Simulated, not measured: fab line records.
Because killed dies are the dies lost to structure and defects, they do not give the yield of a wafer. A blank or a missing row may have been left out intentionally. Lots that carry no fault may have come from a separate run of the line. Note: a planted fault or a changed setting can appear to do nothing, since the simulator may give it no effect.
One fault seen from 3 desks :: flow n5-finfet :: what lay behind the numbers comes last; until then each desk has only its own

THE DEFECT DESK
What the inspections along the route counted, lot by lot: means of the sampled wafers that have a number. The brackets show how far a lot's mean lies from the usual mean; more than 4 standard deviations puts the lot out of limits, marked OUT.
Columns: A = raw-defect-count at N5_BEOL_M0_SAQP_INSPECT_16, usual 508
lot: L551
first seen here: day 5 23:17
A: 539

lot: L553
first seen here: day 6 19:00
A: 474

lot: L556
first seen here: day 6 23:10
A: 377

lot: L559
first seen here: day 7 17:27
A: 457

lot: L565
first seen here: day 9 06:41
A: 534

lot: L569
first seen here: day 10 08:24
A: 366
Finding of this desk: none of the 6 lots has anything out of limits.

TOOL OWNER'S DESK, rie-si-05
The tool's own readings at N5_BEOL_M0_SAQP_MANDREL_ETCH_20 (etches a-Si in HBr/Cl2, stops on SiNx, target depth 60 nm, bt time 10 s, time 30 s): means of the sampled wafers that have a number, for each lot that ran on this tool. The brackets show how far a lot's mean lies from the usual mean; more than 4 standard deviations puts the lot out of limits, marked OUT.
Columns: A = drypump-motor-current-A at N5_BEOL_M0_SAQP_MANDREL_ETCH_20, usual 5.7 A; B = oes-product-au at N5_BEOL_M0_SAQP_MANDREL_ETCH_20, usual 0.776 a.u.; C = rf-fwd-power-W at N5_BEOL_M0_SAQP_MANDREL_ETCH_20, usual 795.1 W; D = throttle-valve-pct at N5_BEOL_M0_SAQP_MANDREL_ETCH_20, usual 35.2 %
lot: L553
first seen here: day 6 19:19
A: 5.4
B: 0.773
C: 795.2
D: 35.5

lot: L556
first seen here: day 6 23:36
A: 5.5
B: 0.769
C: 604.0 (-64) OUT
D: 35.0

lot: L559
first seen here: day 7 17:46
A: 5.5
B: 0.773
C: 601.6 (-64) OUT
D: 35.0
This desk's finding: out of limits on L556, L559; first on L556, day 6 23:36 (rf-fwd-power-W at N5_BEOL_M0_SAQP_MANDREL_ETCH_20). In limits: L553.

FROM THE METROLOGY DESK
What the gauges read for every lot (on any tool): the sampled wafers with a number, averaged. The brackets show how far a lot's mean lies from the usual mean; more than 4 standard deviations puts the lot out of limits, marked OUT. It has 12 readings; the 7 that lie furthest out on some lot are the ones shown.
Columns: A = cd-nm at N5_BEOL_M0_SAQP_CD_MEAS_14, usual 42.6 nm; B = M0_CORE_OVL at N5_BEOL_M0_SAQP_OVL_MEAS_15, usual 0.1 nm; C = DIBL_N at N5_BEOL_M4_RC_MEAS_101, usual 36.5 mV/V; D = DIBL_P at N5_BEOL_M4_RC_MEAS_101, usual 36.9 mV/V; E = ION_P at N5_BEOL_M4_RC_MEAS_101, usual 461 uA/um; F = VT_N at N5_BEOL_M4_RC_MEAS_101, usual 250 mV; G = VT_P at N5_BEOL_M4_RC_MEAS_101, usual -250 mV
lot: L551
first seen here: day 5 23:14
A: 42.5
B: 0.7
C: 36.0
D: 36.4
E: 459
F: 250
G: -249

lot: L553
first seen here: day 6 18:57
A: 43.1
B: 0.7
C: 36.5
D: 36.5
E: 462
F: 250
G: -250

lot: L556
first seen here: day 6 23:07
A: 42.5
B: -0.5
C: 33.9
D: 33.6
E: 449
F: 250
G: -254

lot: L559
first seen here: day 7 17:24
A: 42.3
B: 0.5
C: 37.3
D: 36.7
E: 469
F: 246
G: -248

lot: L565
first seen here: day 9 06:37
A: 43.0
B: 0.7
C: 36.5
D: 38.0
E: 465
F: 248
G: -249

lot: L569
first seen here: day 10 08:20
A: 42.6
B: -0.3
C: 37.7
D: 39.1
E: 463
F: 245
G: -249
Finding of this desk: none of the 6 lots has anything out of limits.

BROUGHT TOGETHER
The tool owner's desk had the chance to raise an alarm at day 6 23:36 on L556, L559.
Nothing the defect desk looked at was out of limits.
The metrology desk saw nothing out of limits.
The defect desk has L556, L559 on record, within its limits.
The metrology desk holds a record of L556, L559, inside its limits.
All the named lots went through N5_BEOL_M0_SAQP_MANDREL_ETCH_20 on rie-si-05.

WHAT WAS PUT IN BY THE SIMULATOR
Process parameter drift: rie-si-05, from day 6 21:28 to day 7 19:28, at N5_BEOL_M0_SAQP_MANDREL_ETCH_20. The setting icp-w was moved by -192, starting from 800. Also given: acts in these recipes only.
Lots struck among those shown: L556, L559.
Hours from the fault's start to each desk's first reading out of limits: the tool owner's desk, 2.
